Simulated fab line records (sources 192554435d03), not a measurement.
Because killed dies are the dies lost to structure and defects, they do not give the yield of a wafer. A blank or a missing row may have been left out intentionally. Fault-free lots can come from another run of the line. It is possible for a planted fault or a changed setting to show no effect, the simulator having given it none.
Matching of chambers    flow n5Finfet    N5_FIN_CUT_STRIP_24 on rieDiel-05 has 4 sister chambers
The step strips in CF4. 8 wafers are shown with their chamber, then 7 later ones without.

== EACH WAFER AND ITS CHAMBER ==
wafer   chamber  showerheadPlenumPTorr (Torr)  throttleValvePct (%)
L076.5  2        1.81                          12.96
L079.4  3        1.85                          13.89
L079.5  2        1.81                          12.96
L081.2  0        1.75                          13.57
L081.3  1        1.83                          13.18
L081.6  1        1.83                          13.19
L084.2  0        1.75                          13.57
L084.3  3        1.84                          13.91

== WAFERS WHOSE CHAMBER IS MISSING ==
wafer   showerheadPlenumPTorr (Torr)  throttleValvePct (%)
L084.5  1.84                          13.90
L086.2  1.83                          13.21
L086.3  1.81                          12.98
L086.6  1.75                          13.59
L090.4  1.82                          13.22
L090.5  1.82                          13.23
L090.6  1.81                          13.00

== THE CHAMBER EACH PASSED THROUGH ==
wafer   from the rows above  in truth
L084.5  3                    3
L086.2  1                    1
L086.3  2                    2
L086.6  0                    0
L090.4  1                    1
L090.5  1                    1
L090.6  2                    2
Placed correctly: 7 of 7. Number that these rows cannot place: 0. Number placed wrongly: 0.
How it was worked out, from the rows above alone: a wafer's distance from a chamber is the root of the sum, over the readings, of the square of ((its reading less the chamber's mean) divided by the reading's scatter). If the next closest chamber is less than 2 further off than the closest, the wafer can't be placed; otherwise it belongs to the closest. Each chamber's mean is taken over the wafers shown for it. The scatter is the square root of a quotient: the sum, over the shown wafers, of each reading's squared deviation from its chamber's mean, divided by wafers minus chambers.
